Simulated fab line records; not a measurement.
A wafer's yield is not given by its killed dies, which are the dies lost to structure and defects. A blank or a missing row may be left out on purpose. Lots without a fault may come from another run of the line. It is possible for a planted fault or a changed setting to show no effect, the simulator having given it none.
What tool caused it?    flow n5_finfet    22 lots with 66 wafers sampled at 2 steps, on a route of 1938 steps

WHAT EACH GAUGE READ, for each wafer
N5_BEOL_M8_CD_MEAS_11 targets a cd of 38.5 nm.
lot   measured      on         cd_nm (nm)
L075  day 9 05:43   cd_sem-01  38.4 38.7 38.1
L074  day 9 08:46   cd_sem-03  37.6 38.6 39.1
L076  day 9 15:54   cd_sem-02  37.8 38.4 38.5
L077  day 10 01:11  cd_sem-03  38.0 38.1 38.1
L079  day 10 14:34  cd_sem-03  38.8 39.1 38.7
L080  day 11 01:35  cd_sem-03  38.6 38.4 38.3
L082  day 11 06:12  cd_sem-03  38.1 38.0 38.3
L081  day 11 06:26  cd_sem-03  37.8 38.7 38.2
L084  day 11 14:55  cd_sem-02  37.3 38.0 37.8
L083  day 11 19:07  cd_sem-01  38.4 37.9 37.7
L085  day 11 19:43  cd_sem-01  37.9 37.4 38.6
L087  day 12 14:58  cd_sem-02  37.4 38.4 38.3
L088  day 13 03:07  cd_sem-01  38.3 38.0 38.3
L089  day 13 18:53  cd_sem-01  38.3 38.8 38.4
L090  day 13 21:28  cd_sem-01  37.4 37.9 37.7
L093  day 13 21:31  cd_sem-03  38.8 38.7 39.1
L091  day 14 01:47  cd_sem-01  38.6 38.5 38.7
L092  day 14 08:31  cd_sem-03  38.1 37.9 39.1
L095  day 14 22:32  cd_sem-02  38.6 39.3 38.9
L094  day 15 06:01  cd_sem-01  38.4 37.5 38.1
L097  day 15 11:42  cd_sem-02  37.5 38.2 38.2
L096  day 15 20:10  cd_sem-03  38.6 38.8 39.0

TOOL THAT RAN EACH LOT (tool first, then ch and the chambers of the sampled wafers, then the start)
lot   N5_BEOL_M8_ILD_DEP_00
L075  pecvd-03 ch 0,1,2, day 9 03:34
L074  pecvd-02 ch 1,2, day 9 05:38
L076  pecvd-03 ch 0,1, day 9 13:01
L077  pecvd-02 ch 0,1,2, day 9 22:01
L079  pecvd-01 ch 1,2, day 10 12:55
L080  pecvd-03 ch 0,2, day 10 20:46
L082  pecvd-02 ch 0,1, day 11 04:04
L081  pecvd-02 ch 0,1, day 11 04:36
L084  pecvd-01 ch 0,2, day 11 13:46
L083  pecvd-02 ch 0,1,2, day 11 14:14
L085  pecvd-02 ch 0,1, day 11 15:38
L087  pecvd-03 ch 1,2, day 12 12:56
L088  pecvd-01 ch 1,2, day 12 19:27
L089  pecvd-01 ch 0,1,2, day 13 17:25
L090  pecvd-01 ch 0,1, day 13 18:42
L093  pecvd-02 ch 1,2, day 13 18:47
L091  pecvd-01 ch 0,2, day 13 23:09
L092  pecvd-02 ch 0,1,2, day 14 06:06
L095  pecvd-01 ch 0,2, day 14 21:17
L094  pecvd-02 ch 0,1, day 15 04:33
L097  pecvd-02 ch 0,2, day 15 10:34
L096  pecvd-02 ch 1,2, day 15 17:11
- N5_BEOL_M8_ILD_DEP_00: deposits SiCOH lowk from DEMS/porogen, target thk 179.75 nm, time 33.4 s.

WHAT THE TOOLS THEMSELVES READ (means of the sampled wafers that have a number; where no wafer has one, the mark that the record gives instead)
N5_BEOL_M8_ILD_DEP_00.
lot   tool      heater_power_w (W)  showerhead_plenum_p_Torr (Torr)  showerhead_vpp_V (V)  throttle_valve_pct (%)
L075  pecvd-03  293                 5.729                            1299                  13.6
L074  pecvd-02  382                 5.755                            1390                  13.5
L076  pecvd-03  313                 5.717                            1313                  13.7
L077  pecvd-02  348                 5.743                            1368                  14.2
L079  pecvd-01  298                 5.741                            1374                  13.3
L080  pecvd-03  313                 5.733                            1258                  13.0
L082  pecvd-02  371                 5.753                            1369                  14.5
L081  pecvd-02  328                 5.743                            1354                  14.7
L084  pecvd-01  299                 5.729                            1369                  13.8
L083  pecvd-02  360                 5.748                            1382                  14.2
L085  pecvd-02  371                 5.748                            1368                  14.5
L087  pecvd-03  303                 5.735                            1275                  13.4
L088  pecvd-01  307                 5.747                            1364                  13.5
L089  pecvd-01  303                 5.745                            1373                  13.7
L090  pecvd-01  285                 5.740                            1344                  13.7
L093  pecvd-02  436                 5.740                            1387                  13.7
L091  pecvd-01  330                 5.733                            1354                  14.1
L092  pecvd-02  357                 5.743                            1359                  14.2
L095  pecvd-01  350                 5.733                            1367                  14.1
L094  pecvd-02  376                 5.747                            1353                  14.5
L097  pecvd-02  369                 5.731                            1372                  13.9
L096  pecvd-02  412                 5.746                            1365                  13.6

THE ANSWER, worked out from the rows above alone
Rule: usual is defined by the lots themselves. The widest of any qualifying gaps counts: lots, ordered by their means at a reading, are off when they make up no more than a third of the lots, leave a main group of 4 or more, and stand apart from it by 3 or more times the standard deviation of that group's means. Not used: any main group whose means are identical at the precision the tables above print for the reading. A lot without any number at a reading at which 4 lots or more have one is off too. Where the step has rows for the other lots, those lots are counted as sound. After the gauges, taken in route order, come the tools' own readings; for these a lot's mean is taken, as printed above. At the first step where some lot is off, the reading lying furthest off is the one used; lots without a number count as furthest.
Nothing can be told from this: no lot is off at any reading shown.

WHAT HAD BEEN PUT IN BY THE SIMULATOR
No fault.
